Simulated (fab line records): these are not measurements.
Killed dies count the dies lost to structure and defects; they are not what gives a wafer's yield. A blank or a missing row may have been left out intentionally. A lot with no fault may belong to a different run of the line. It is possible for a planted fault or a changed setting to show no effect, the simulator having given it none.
A lot that was struck, set against a sound lot || flow n5_finfet || 39 steps out of a route of 1938
Sound: these wafers, L607.1, L607.4, L607.6. Struck: wafers L621.1, L621.3. (L621.6 of the same lot was not struck and is left out.) The cause comes at the end.
Each step with rows lists, per side, the tool, then ch with its chambers, then its first start. Under that, the readings that differ: sound wafers || struck wafers || difference of the means || sigmas: that difference in standard deviations of wafers without a fault.
alike: readings whose means differ by less than 2 such deviations, and words and numbers that are the same on both sides. not compared: withheld readings, readings that some wafer has no value for, bounds like >300 that may hide the same value, and numbers for which the record gives no deviation and whose values overlap.
The two part at a step that has a row with sigmas, a row that says differs or no value, or rows on one side only. Numbers that have no deviation but don't overlap get no sigmas and don't part them. Lack of a reading on every wafer of one side parts them only where that side has two or more wafers.

first, 9 steps without rows for these wafers: N5_MOL_CONTACT_COAG_PRE_CLEAN_121; N5_MOL_CONTACT_COAG_CVD_140 (deposits W, target thk 66.5 nm, time 215 s); N5_MOL_CONTACT_COAG_PRECLEAN_127 (cleans in DIW, time 57.5 s); N5_MOL_CONTACT_COAG_SRD_128 (dry time 32 s); N5_MOL_CONTACT_COAG_CMP_52 (polishes, stops on SiO2, t overpolish 1.5 s, target thk 66.5 nm); N5_MOL_CONTACT_COAG_ANNEAL_112 (time 1800 s); N5_BEOL_M0_SAQP_PECVD_00 (deposits SiCN from 3MS/NH3, target thk 8 nm, time 14 s); N5_BEOL_M0_SAQP_ILD_DEP_01 (deposits SiOC from DEMS/O2, target thk 45.419 nm, time 8.7 s); N5_BEOL_M0_SAQP_HM_DEP_02 (deposits TiN, target thk 12 nm).
N5_BEOL_M0_SAQP_PECVD_03: deposits SiCN from 3MS/NH3, target thk 12 nm, time 21.1 s.
  sound on pecvd-02 ch 0,1,2, day 5 19:23; struck on pecvd-02 ch 0,1, day 9 06:46
{"reading": "run_length_s (s)", "sound": "50.6 50.4 50.8", "struck": "58.9 58.5", "difference": "+8.1", "sigmas": "+15"}
{"reading": "model.SiCN_of_BEOL_M0_SAQP_PECVD_03.thk_nm (nm)", "sound": "12 11.8 12", "struck": "16.2 16.2", "difference": "+4.3", "sigmas": ""}
  alike: showerhead_plenum_p_Torr, throttle_valve_pct
then, 25 steps without rows for these wafers: N5_BEOL_M0_SAQP_PECVD_96 (deposits a-Si from SiH4/He, target thk 45 nm, time 45.2 s); N5_BEOL_M0_SAQP_PECVD_97 (deposits SiNx from SiH4/NH3/N2, target thk 23 nm, time 19.9 s); N5_BEOL_M0_SAQP_PECVD_04 (deposits a-Si from SiH4/He, target thk 60 nm, time 60.2 s); N5_BEOL_M0_SAQP_HM_DEP_111 (deposits SiO2 from SiH4/N2O, target thk 12 nm, time 7.2 s); N5_BEOL_M0_SAQP_COAT_81 (time 60 s, resist thk 100 nm); N5_BEOL_M0_SAQP_COAT_82 (time 60 s, resist thk 30 nm); N5_BEOL_M0_SAQP_COAT_08 (resist thk 90 nm); N5_BEOL_M0_SAQP_EBR_10; N5_BEOL_M0_SAQP_SOFTBAKE_09 (time 60 s); N5_BEOL_M0_SAQP_EXPOSE_11 (exposes mask M0 CORE, target cd 42 nm); N5_BEOL_M0_SAQP_PEB_12 (peb time 60 s); N5_BEOL_M0_SAQP_DEVELOP_13 (develop time 30 s); N5_BEOL_M0_SAQP_DESCUM_19 (chemistry O2, time 7.9 s); N5_BEOL_M0_SAQP_ETCH_83 (etches SiARC in CF4, target depth 39 nm, time 65 s); N5_BEOL_M0_SAQP_ETCH_84 (etches SOC in N2/H2, target depth 100 nm, overetch 20 nm, time 150 s); N5_BEOL_M0_SAQP_STRIP_80 (strips in N2/H2); N5_BEOL_M0_SAQP_HM_OPEN_112 (chemistry CHF3/O2, target SiO2, stops on a-Si, target depth 12 nm, time 13.5 s); N5_BEOL_M0_SAQP_STRIP_113 (strips in CHF3/O2); N5_BEOL_M0_SAQP_MANDREL_ETCH_20 (etches a-Si in HBr/Cl2, stops on SiNx, target depth 60 nm, bt time 10 s, time 30 s); N5_BEOL_M0_SAQP_STRIP_86 (strips in N2/H2); N5_BEOL_M0_SAQP_STRIP_115 (strips in post etch residue remover, time 60 s); N5_BEOL_M0_SAQP_SRD_93 (time 30 s); N5_BEOL_M0_SAQP_RECESS_114 (chemistry HF/NH3, target SiO2, target depth 14.4 nm, afs cycles 3, sublimation time 60 s); N5_BEOL_M0_SAQP_SPACER1_ALD_98 (deposits SiO2, target thk 12.8 nm, pulse time 1 s, purge time 2 s); N5_BEOL_M0_SAQP_SPACER1_ETCHBACK_99 (etches SiO2 in CHF3/O2, target depth 15.4 nm, time 7.7 s).
N5_BEOL_M0_SAQP_RECESS_109: chemistry HF/NH3, target SiO2, target depth 3 nm, afs cycles 1, sublimation time 60 s.
  sound on vapor_etch-02 ch 0,1, day 5 23:09; struck on vapor_etch-01 ch 1, day 9 10:12
{"reading": "model.SiCN_of_BEOL_M0_SAQP_PECVD_03.thk_nm (nm)", "sound": "8.4 8.4 8.6", "struck": "12.8 12.6", "difference": "+4.2", "sigmas": ""}
  alike: drypump_motor_current_A
N5_BEOL_M0_ETCH_138: etches SiCN in CH3F/O2, target depth 12 nm, time 31.6 s.
  sound on rie_diel-01 ch 0,2,3, day 6 04:32; struck on rie_diel-01 ch 0,3, day 9 13:10
{"reading": "etch_rf_on_time_s (s)", "sound": "28.8 30.0 30.1", "struck": "31.6 33.4", "difference": "+2.9", "sigmas": "+3"}
{"reading": "model.etch.depth_nm (nm)", "sound": "8.451 8.308 8.518", "struck": "9.231 9.231", "difference": "+0.805", "sigmas": ""}
  alike: drypump_motor_current_A, mfc_ar_sccm, oes_product_au, rf_vpp_V, showerhead_plenum_p_Torr, throttle_valve_pct
  not compared: rf_hours_counter_h
N5_BEOL_M0_ETCH_128: etches SiCN in CF4/N2, target depth 12 nm, overetch 5.1 nm, time 21.4 s.
  sound on rie_diel-04 ch 0,1,2, day 6 08:43; struck on rie_diel-01 ch 0,1, day 9 15:56
{"reading": "model.etch.depth_nm (nm)", "sound": "8.451 8.308 8.518", "struck": "12.83 12.63", "difference": "+4.30", "sigmas": ""}
  alike: drypump_motor_current_A, mfc_ar_sccm, oes_product_au, rf_vpp_V, showerhead_plenum_p_Torr, throttle_valve_pct
  not compared: rf_hours_counter_h
-- a jump in the record: the struck wafers' starts before and after are 3 days apart (it breaks off in module BEOL_M0 and resumes in module BEOL_M4, where the first step shown is number 1111 of the route) --
N5_BEOL_M4_RC_MEAS_101:
  sound on prober-01 ch 0, day 8 19:42; struck on prober-01 ch 0, day 13 03:38
  alike: DIBL_N, DIBL_P, IOFF_N, IOFF_P, ION_N, ION_P, SS_N, SS_P, VT_N, VT_P

WHERE THEY PART
First at N5_BEOL_M0_SAQP_PECVD_03; last, within this record, at N5_BEOL_M0_ETCH_138. Later steps at which nothing parts them and some readings are alike: N5_BEOL_M0_ETCH_128, N5_BEOL_M4_RC_MEAS_101.

WHY: what had been put in by the simulator
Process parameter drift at N5_BEOL_M0_SAQP_PECVD_03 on pecvd-02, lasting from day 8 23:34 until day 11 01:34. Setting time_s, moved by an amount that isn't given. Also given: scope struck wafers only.
